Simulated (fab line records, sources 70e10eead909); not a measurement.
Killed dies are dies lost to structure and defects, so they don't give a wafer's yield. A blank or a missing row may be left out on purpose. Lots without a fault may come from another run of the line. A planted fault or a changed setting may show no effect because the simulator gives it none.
Chamber matching | flow nand_harc | NHARC_A_CHANNEL_FILL_D1_ALD_25 on ald_hk-04: 4 sister chambers
The step deposits SiOx, target thk 60 nm, pulse time 10 s, ald cycles 600. 4 wafers are shown with their chamber, then 10 later ones without.

WAFERS WITH THEIR CHAMBER
wafer  | chamber | heater_power_w (W)
L088.1 | 2       | 566
L088.6 | 3       | 530
L086.2 | 1       | 520
L086.3 | 0       | 490

WAFERS WITHOUT THEIR CHAMBER
wafer  | heater_power_w (W)
L086.5 | 488
L092.1 | 562
L092.5 | 495
L092.6 | 539
L093.1 | 483
L093.3 | 535
L093.5 | 528
L095.1 | 508
L095.2 | 550
L095.5 | 505

WHICH CHAMBER EACH WENT THROUGH
wafer  | from the rows above          | in truth
L086.5 | 0                            | 0
L092.1 | 2                            | 2
L092.5 | 0                            | 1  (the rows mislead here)
L092.6 | can't be placed: 3 or 1 or 2 | 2
L093.1 | 0                            | 0
L093.3 | can't be placed: 3 or 1      | 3
L093.5 | can't be placed: 3 or 1      | 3
L095.1 | can't be placed: 1 or 0 or 3 | 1
L095.2 | can't be placed: 2 or 3 or 1 | 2
L095.5 | can't be placed: 0 or 1 or 3 | 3
Placed correctly: 3 of 10. Can't be placed from these rows: 6 (the true chamber is among the candidates in 6). Placed wrongly: 1.
How it was worked out, from the rows above alone: a wafer's distance from a chamber is the root of the sum, over the readings, of the square of ((its reading less the chamber's mean) divided by the reading's scatter). The wafer belongs to the nearest chamber; if the next one is less than 2 further off, it can't be placed. A chamber's mean is the mean of its shown wafers. The scatter: with one shown wafer a chamber, the root of the mean of the squares of how far each hidden wafer lies from its nearest shown one.
